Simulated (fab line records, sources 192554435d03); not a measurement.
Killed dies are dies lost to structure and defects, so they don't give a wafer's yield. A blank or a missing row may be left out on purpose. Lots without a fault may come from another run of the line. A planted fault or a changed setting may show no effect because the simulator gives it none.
fab line records | flow n5_finfet
record lots=11 wafers=31 last_day=18
route steps=1938 shown BEOL_M10@1473 BEOL_M11@1536
lots that met no fault: from a run of the same line without faults
start_h: hours from the record's first day to the start of the lot's first wafer shown | wait_h: hours since the lot's step before | " the same as in the row above | L1.1+2: a row that stands for several wafers | - no value, or no start given | * or withheld: withheld | < > ~ a bound
route shown NAME@n: a module of which the file shows steps, and the number in the route of the first | usual: mean/standard deviation of fault-free wafers | same: alike in all rows | chamber/n: place in a boat | sites: the reading at each site | _std_site: their standard deviation | _edge_site: outer sites' mean less inner sites' | radius_mm: how far each site lies from the wafer's centre | mask NAME#n: copy n | behind: the tool/chamber that last shaped the wafer | hold: why the lot was held/for how many hours/how that ended | device: the transistor (n, p or np) that didn't switch | end of line: the same wafers' tests at the end of the route | a step without rows: its recipe alone | killed: dies lost to structure and defects at the first sort, not the wafer's yield | map: a wafer's dies, x killed, . not, _ none there
set.NAME: the setting as run; set.NAME@STEP: as run at that earlier step | model.NAME: the simulator's own value behind a step, which no gauge read
steps of the route over a sample of lots; a table a step, a row a wafer
services: from which hour (start_h, from the record's first day; less than 0 if before it) a tool's chamber was out of use, for how many hours, and why
## steps
# step N5_BEOL_M10_PECVD_70
# recipe material=SiO2 target_thk_a=200 temp_c=400 precursor=TEOS/O2 pressure_torr=5.5 rf_w=450 teos_flow_sccm=53.8 gas=O2 flow_sccm=3000 time_s=22.7
# usual heater_power_w=691/83 showerhead_plenum_p_Torr=8.79/0.048 showerhead_vpp_V=1290/48 throttle_valve_pct=22.9/0.89
# columns lot.wafer tool chamber start_h wait_h heater_power_w showerhead_plenum_p_Torr showerhead_vpp_V throttle_valve_pct
L405.1 pecvd-04 1 227.49 0.0 671 8.77 1353 22.7
L405.2 " 2 " " 801 8.67 1294 22.8
L405.5 " 2 " " 792 8.69 1310 22.8
L406.2 pecvd-03 0 235.84 0.0 659 8.84 1316 24.9
L406.4 " 1 " " 742 8.88 1330 22.1
L406.5 " 0 " " 662 8.82 1293 25.0
L409.3 pecvd-03 0 245.87 0.0 601 8.81 1314 25.0
L409.4 " 2 " " 631 8.85 1280 22.1
L409.5 " 1 " " 705 8.84 1296 22.3
L410.3 pecvd-01 1 269.52 0.0 870 8.81 1283 23.1
L410.5 " 0 " " 734 8.72 1323 22.0
L410.6 " 1 " " 870 8.82 1282 23.1
L411.2 pecvd-01 2 276.60 0.0 622 8.77 1161 21.5
L411.5 " 0 " " 690 8.73 1313 22.2
L411.6 " 2 " " 636 8.74 1164 21.8
L413.1 pecvd-01 2 276.88 0.0 558 8.75 1174 21.6
L413.3 " 0 " " 734 8.73 1343 22.0
L413.5 " 1 " " 816 8.80 1259 23.4
L412.3 pecvd-04 1 277.04 0.0 795 8.76 1324 22.6
L412.4 " 2 " " 755 8.71 1331 22.9
L412.6 " 1 " " 795 8.77 1316 22.8
L415.1 pecvd-03 2 298.58 0.0 625 8.86 1301 22.4
L415.2 " 1 " " 784 8.85 1320 22.3
L415.4 " 2 " " 632 8.85 1304 22.5
L417.3 pecvd-03 1 300.52 0.0 696 8.82 1321 22.3
L417.5 " 2 " " 620 8.86 1295 22.6
L420.2 pecvd-03 0 320.10 0.0 688 8.83 1326 24.8
L420.3 " 2 " " 640 8.84 1277 22.8
L424.1 pecvd-04 0 363.84 0.0 655 8.78 1243 23.4
L424.3 " 1 " " 693 8.79 1344 22.4
L424.5 " 0 " " 668 8.75 1247 23.2
# step N5_BEOL_M10_PRE_CLEAN_45
# recipe gas=H2/He time_s=30 temp_c=250
# usual heater_power_w=334/34
# columns lot.wafer tool chamber start_h wait_h heater_power_w
L405.1 pvd_sputter-03 - 233.17 0.0 307
L405.2 " - " " 409
L405.5 " - " " 387
L406.2 pvd_sputter-01 - 243.77 0.0 324
L406.4 " - " " 349
L406.5 " - " " 335
L409.3 pvd_sputter-03 - 250.54 0.0 291
L409.4 " - " " 275
L409.5 " - " " 265
L410.3 pvd_sputter-01 - 273.28 0.0 276
L410.5 " - " " 347
L410.6 " - " " 275
L412.3 pvd_sputter-02 - 281.87 0.0 334
L412.4 " - " " 362
L412.6 " - " " 341
L413.1 pvd_sputter-02 - 282.03 0.0 329
L413.3 " - " " 355
L413.5 " - " " 346
L411.2 pvd_sputter-03 - 282.66 0.0 298
L411.5 " - " " 363
L411.6 " - " " 396
L415.1 pvd_sputter-02 - 301.48 0.0 351
L415.2 " - " " 344
L415.4 " - " " 358
L417.3 pvd_sputter-03 - 306.65 0.0 368
L417.5 " - " " 297
L420.2 pvd_sputter-03 - 327.56 0.0 308
L420.3 " - " " 397
L424.1 pvd_sputter-02 - 367.58 0.0 366
L424.3 " - " " 327
L424.5 " - " " 325
# step N5_BEOL_M10_ALD_74
# recipe material=TaN target_thk_a=20 temp_c=275 ald_precursor_family=PDMAT ald_co_reactant=NH3 pressure_torr=3 carrier_flow_sccm=1500 pulse_time_s=2 purge_time_s=3 co_reactant_purge_time_s=2 co_reactant_pulse_time_s=3 ald_cycles=40 precursor_vessel_temp_c=75 precursor_vessel_pressure_torr=26.25 precursor_vessel_carrier_sccm=1000
# usual heater_power_w=436/53
# same co_reactant_purge_time_s=2
# columns lot.wafer tool chamber start_h wait_h heater_power_w
L405.1 ald_metal-01 2 233.23 0.0 435
L405.2 " 3 " " 351
L405.5 " 0 " " 432
L406.2 ald_metal-04 2 243.83 0.0 436
L406.4 " 0 " " 448
L406.5 " 2 " " 432
L409.3 ald_metal-02 3 250.60 0.0 398
L409.4 " 1 " " 413
L409.5 " 0 " " 454
L410.3 ald_metal-01 0 273.34 0.0 450
L410.5 " 3 " " 355
L410.6 " 0 " " 448
L412.3 ald_metal-04 3 281.95 0.1 516
L412.4 " 2 " " 441
L412.6 " 3 " " 527
L413.1 ald_metal-01 0 282.13 0.1 441
L413.3 " 3 " " 344
L413.5 " 2 " " 432
L411.2 ald_metal-01 2 282.78 0.1 444
L411.5 " 3 " " 347
L411.6 " 0 " " 454
L415.1 ald_metal-04 0 301.54 0.0 453
L415.2 " 2 " " 442
L415.4 " 1 " " 457
L417.3 ald_metal-04 2 306.71 0.0 443
L417.5 " 1 " " 460
L420.2 ald_metal-04 0 327.62 0.0 452
L420.3 " 3 " " 512
L424.1 ald_metal-02 1 367.70 0.1 416
L424.3 " 0 " " 455
L424.5 " 2 " " 351
# step N5_BEOL_M10_CMP_52
# recipe stop_on=SiCOH_lowk t_overpolish_s=7 down_force_psi=1 platen_rpm=50 clearing_platen_down_force_psi=1.5 clearing_platen_rpm=50 post_cmp_clean=cu_alkaline target_thk_nm=140 clearing_platen_pad_velocity_m_s=0.99484 pad_velocity_m_s=0.99484
# usual barrier_field_endpoint_s=28.7/0.68 clearing_platen_down_force_psi=1.5003/0.003 clearing_platen_rpm=50.001/0.024 head_pressure_psi=0.9997/0.0023 motor_current_A=6.1/0.51
# columns lot.wafer tool chamber start_h wait_h barrier_field_endpoint_s clearing_platen_down_force_psi clearing_platen_rpm head_pressure_psi motor_current_A
L405.1 cmp-04 3 234.66 0.3 28.0 1.4990 50.029 1.0000 5.9
L405.2 " 0 " " 27.8 1.4966 49.974 0.9988 5.9
L405.5 " 2 " " 28.2 1.5045 50.020 1.0002 6.4
L406.2 cmp-02 0 244.90 0.2 27.8 1.4994 50.010 0.9993 7.4
L406.4 " 2 " " 28.0 1.4987 49.971 0.9985 6.7
L406.5 " 0 " " 28.2 1.4980 49.968 0.9976 6.8
L409.4 cmp-03 0 251.73 0.1 29.0 1.4981 50.005 0.9990 6.6
L409.3 " 2 " " 28.0 1.5035 50.026 0.9992 5.3
L409.5 " 1 " " 28.7 1.4963 50.008 1.0034 6.0
L410.3 cmp-04 0 275.47 0.2 28.3 1.4996 49.998 0.9967 6.1
L410.5 " 3 " " 28.8 1.4955 49.954 1.0028 5.9
L410.6 " 0 " " 28.9 1.5017 50.000 1.0001 6.0
L412.3 cmp-04 3 283.62 0.4 28.2 1.5026 49.981 0.9996 6.4
L412.4 " 1 " " 28.4 1.4989 50.009 0.9985 6.1
L412.6 " 0 " " 28.6 1.5040 49.978 1.0021 5.7
L413.3 cmp-04 1 284.07 0.2 27.9 1.4990 49.961 1.0023 6.1
L413.1 " 0 " " 27.9 1.5001 50.006 0.9970 5.6
L413.5 " 1 " " 28.1 1.5013 49.939 0.9971 6.1
L411.2 cmp-02 2 284.45 0.3 28.8 1.5028 49.985 1.0012 6.8
L411.6 " 3 " " 28.7 1.4938 50.007 1.0041 5.9
L411.5 " 0 " " 28.9 1.5001 50.005 0.9983 6.8
L415.1 cmp-03 3 302.82 0.3 28.1 1.5032 49.998 1.0002 5.5
L415.4 " 0 " " 29.0 1.5020 49.992 0.9998 6.9
L415.2 " 1 " " 28.6 1.4975 49.978 0.9960 5.6
L417.3 cmp-04 2 308.41 0.2 35.5 1.5019 49.999 1.0027 6.3
L417.5 " 1 " " 29.4 1.5010 50.019 1.0002 6.0
L420.3 cmp-03 0 328.96 0.2 33.8 1.5017 49.987 0.9991 7.4
L420.2 " 1 " " 32.7 1.4977 50.027 1.0008 5.8
L424.3 cmp-03 0 369.00 0.2 28.4 1.5024 49.978 0.9975 6.6
L424.1 " 2 " " 28.4 1.5002 50.032 0.9938 5.5
L424.5 " 1 " " 28.5 1.5028 50.047 0.9999 6.1
# step N5_BEOL_M11_ILD_DEP_00
# recipe material=SiCOH_lowk target_thk_a=3085.1 temp_c=300 precursor=DEMS/porogen pressure_torr=5 rf_w=500 time_s=58
# usual heater_power_w=319/45 showerhead_plenum_p_Torr=5.742/0.014 showerhead_vpp_V=1361/40 throttle_valve_pct=13.9/0.43
# columns lot.wafer tool chamber start_h wait_h heater_power_w showerhead_plenum_p_Torr showerhead_vpp_V throttle_valve_pct
L405.1 pecvd-02 2 235.12 0.0 323 5.756 1383 13.8
L405.2 " 0 " " 346 5.755 1331 14.2
L405.5 " 1 " " 249 5.758 1385 13.4
L406.2 pecvd-02 2 245.39 0.0 342 5.732 1356 13.7
L406.4 " 0 " " 402 5.748 1402 14.2
L406.5 " 1 " " 253 5.750 1388 13.4
L409.3 pecvd-02 1 252.22 0.0 295 5.753 1347 13.2
L409.4 " 0 " " 309 5.741 1349 14.3
L409.5 " 2 " " 312 5.746 1367 13.7
L410.3 pecvd-02 2 275.93 0.0 285 5.734 1374 13.7
L410.5 " 1 " " 242 5.767 1382 13.1
L410.6 " 0 " " 371 5.749 1362 14.7
L412.3 pecvd-02 2 284.12 0.0 307 5.729 1365 13.7
L412.4 " 1 " " 269 5.757 1381 13.2
L412.6 " 0 " " 395 5.755 1356 14.3
L413.1 pecvd-04 2 284.56 0.0 374 5.717 1373 14.2
L413.3 " 0 " " 243 5.740 1328 14.6
L413.5 " 0 " " 249 5.730 1315 14.4
L411.2 pecvd-01 2 284.83 0.0 199 5.721 1253 13.1
L411.5 " 0 " " 341 5.729 1399 13.9
L411.6 " 2 " " 215 5.734 1238 13.4
L415.1 pecvd-01 1 303.32 0.0 368 5.738 1345 14.4
L415.2 " 2 " " 260 5.741 1230 13.3
L415.4 " 2 " " 271 5.721 1235 13.2
L417.3 pecvd-01 2 308.86 0.0 262 5.730 1254 13.5
L417.5 " 2 " " 263 5.732 1232 13.4
L420.2 pecvd-02 1 329.41 0.0 263 5.763 1373 13.1
L420.3 " 0 " " 382 5.750 1326 14.0
L424.1 pecvd-02 2 369.49 0.0 338 5.737 1382 14.0
L424.3 " 0 " " 323 5.753 1360 14.0
L424.5 " 2 " " 335 5.725 1376 13.9
## services
# columns tool chamber start_h hours kind
cmp-03 - 208.50 1.8 repair
ald_metal-01 0 212.99 3.4 repair
pecvd-01 2 220.00 - clean
cmp-04 - 229.25 4.0 pm
ald_metal-02 1 229.45 7.2 repair
cmp-04 - 233.25 - consumable_replace:conditioner
cmp-03 - 234.58 4.0 pm
pecvd-01 0 249.50 5.5 scheduled_down
pecvd-03 - 254.41 2.8 pm
cmp-03 - 263.00 0.4 repair
cmp-04 - 265.45 1.7 repair
pecvd-02 2 286.00 2.1 scheduled_down
ald_metal-02 0 296.44 26.8 repair
pecvd-01 - 296.54 5.5 pm
ald_metal-01 0 312.69 5.3 repair
cmp-03 - 323.45 5.2 pm
pecvd-01 1 337.81 2.1 scheduled_down
pecvd-01 0 346.79 4.9 repair
pvd_sputter-02 - 347.06 1.0 repair
ald_metal-02 - 347.97 14.6 pm
cmp-02 - 352.06 0.4 repair
cmp-02 - 360.96 1.6 repair
cmp-04 - 362.63 4.3 pm
ald_metal-01 - 366.25 2.8 pm
## key
first_sign step=N5_BEOL_M10_CMP_52 reading=barrier_field_endpoint_s direction=up sigmas=7.7 usual=28.7 struck=34.0
effect none on later readings
met_at N5_BEOL_M10_PECVD_70
struck_lots L417,L420
struck_wafers L417.3,L420.2,L420.3
not_acting_at N5_BEOL_M10_PRE_CLEAN_45,N5_BEOL_M10_ALD_74,N5_BEOL_M11_ILD_DEP_00
onset_between 298.58 300.52
fault kind=process_parameter_drift tool=pecvd-03 chamber=- onset_h=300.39 steps=N5_BEOL_M10_PECVD_70 channel=time_s offset=* shape=step end_h=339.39 scope=struck_wafers_only acts_in=* stated=*
